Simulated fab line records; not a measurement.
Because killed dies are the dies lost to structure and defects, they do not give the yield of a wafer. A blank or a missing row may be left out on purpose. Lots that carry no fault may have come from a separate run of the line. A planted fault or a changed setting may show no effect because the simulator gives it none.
The tool behind it: which one?	flow n5_finfet	30 wafers from 10 lots sampled at 5 of the route's 1938 steps

## WHAT THE GAUGES READ, wafer by wafer
N5_BEOL_M15_THK_MEAS_01.
lot	measured	on	M15_ILD_THK (nm)
L306	day 11 01:29	film_metro-01	1612 1617 1647
L309	day 12 11:15	film_metro-02	1638 1644 1630
L311	day 13 07:16	film_metro-01	1893 1657 1664
L315	day 13 21:21	film_metro-01	1871 1878 1648
L322	day 15 18:07	film_metro-02	1621 1630 1643
L324	day 16 02:17	film_metro-01	1611 1650 1664
L325	day 16 02:25	film_metro-02	1631 1656 1659
L326	day 17 06:19	film_metro-02	1623 1640 1637
L329	day 17 20:35	film_metro-02	1617 1607 1625
L328	day 18 11:55	film_metro-02	1658 1634 1618

## WHAT TOOL EACH LOT RAN ON (gives the tool, then ch and the chambers of the sampled wafers, and finally the start)
lot	N5_BEOL_M14_DESCUM_33	N5_BEOL_M14_ETCH_67	N5_BEOL_M14_PRE_CLEAN_42	N5_BEOL_M15_ILD_DEP_00
L306	rie_diel-04 ch 0,2,3, day 10 21:04	rie_diel-04 ch 0,2,3, day 10 21:06	pvd_sputter-02, day 10 23:32	pecvd-04 ch 0,1,2, day 11 01:14
L309	rie_diel-04 ch 1,2,3, day 12 06:52	rie_diel-04 ch 1,2,3, day 12 06:58	pvd_sputter-03, day 12 09:10	pecvd-01 ch 0,1,2, day 12 11:07
L311	rie_diel-02 ch 0,1,3, day 13 00:31	rie_diel-02 ch 0,1,3, day 13 00:33	pvd_sputter-02, day 13 05:43	pecvd-04 ch 0,1, day 13 07:01
L315	rie_diel-04 ch 0,1,3, day 13 18:50	rie_diel-04 ch 0,1,3, day 13 18:52	pvd_sputter-03, day 13 19:47	pecvd-04 ch 0,1,2, day 13 21:05
L322	rie_diel-02 ch 0,1,2, day 15 14:10	rie_diel-02 ch 0,1,2, day 15 14:12	pvd_sputter-03, day 15 16:35	pecvd-03 ch 0,1,2, day 15 17:52
L324	rie_diel-02 ch 0,2,3, day 15 23:01	rie_diel-02 ch 0,2,3, day 15 23:03	pvd_sputter-01, day 16 00:45	pecvd-01 ch 0,1,2, day 16 02:02
L325	rie_diel-01 ch 1,2, day 15 23:13	rie_diel-01 ch 1,2, day 15 23:14	pvd_sputter-03, day 16 00:52	pecvd-04 ch 0,1, day 16 02:10
L326	rie_diel-04 ch 0,2,3, day 17 02:36	rie_diel-04 ch 0,2,3, day 17 02:38	pvd_sputter-03, day 17 04:40	pecvd-04 ch 0,2, day 17 05:57
L329	rie_diel-01 ch 0,1, day 17 17:23	rie_diel-01 ch 0,1, day 17 17:25	pvd_sputter-03, day 17 19:00	pecvd-03 ch 0,2, day 17 20:20
L328	rie_diel-02 ch 0,1,3, day 18 05:35	rie_diel-02 ch 0,1,3, day 18 05:41	pvd_sputter-02, day 18 09:42	pecvd-03 ch 0,1,2, day 18 11:46
- N5_BEOL_M14_DESCUM_33: chemistry O2, time 7.9 s.
- N5_BEOL_M14_ETCH_67: etches SiARC in CF4, target depth 143 nm, time 238.3 s.
- N5_BEOL_M14_PRE_CLEAN_42: time 30 s.
- N5_BEOL_M15_ILD_DEP_00: deposits SiO2 from TEOS/O2, target thk 1629.3 nm, time 346.1 s.

## THE ANSWER, worked out from the rows above alone
Rule: what is usual is taken from the lots themselves. The widest of any qualifying gaps counts: lots, ordered by their means at a reading, are off when they make up no more than a third of the lots, leave a main group of 4 or more, and stand apart from it by 3 or more times the standard deviation of that group's means. A main group whose means are all the same, to the digits that the tables above print for the reading, isn't used. A lot without any number at a reading at which 4 lots or more have one is off too. All remaining lots with rows at the step are treated as sound.
Off: L311, L315, at N5_BEOL_M15_THK_MEAS_01 (M15_ILD_THK). Main group: mean 1634 nm, sd 9.3.
A tool fits if, at a process step before that reading, it ran every lot that is off, and no sound lot after the first of them. Those tools and the gauges at N5_BEOL_M15_THK_MEAS_01 are tried in the same way. None of those tried fits.

## WHAT HAD BEEN PUT IN BY THE SIMULATOR
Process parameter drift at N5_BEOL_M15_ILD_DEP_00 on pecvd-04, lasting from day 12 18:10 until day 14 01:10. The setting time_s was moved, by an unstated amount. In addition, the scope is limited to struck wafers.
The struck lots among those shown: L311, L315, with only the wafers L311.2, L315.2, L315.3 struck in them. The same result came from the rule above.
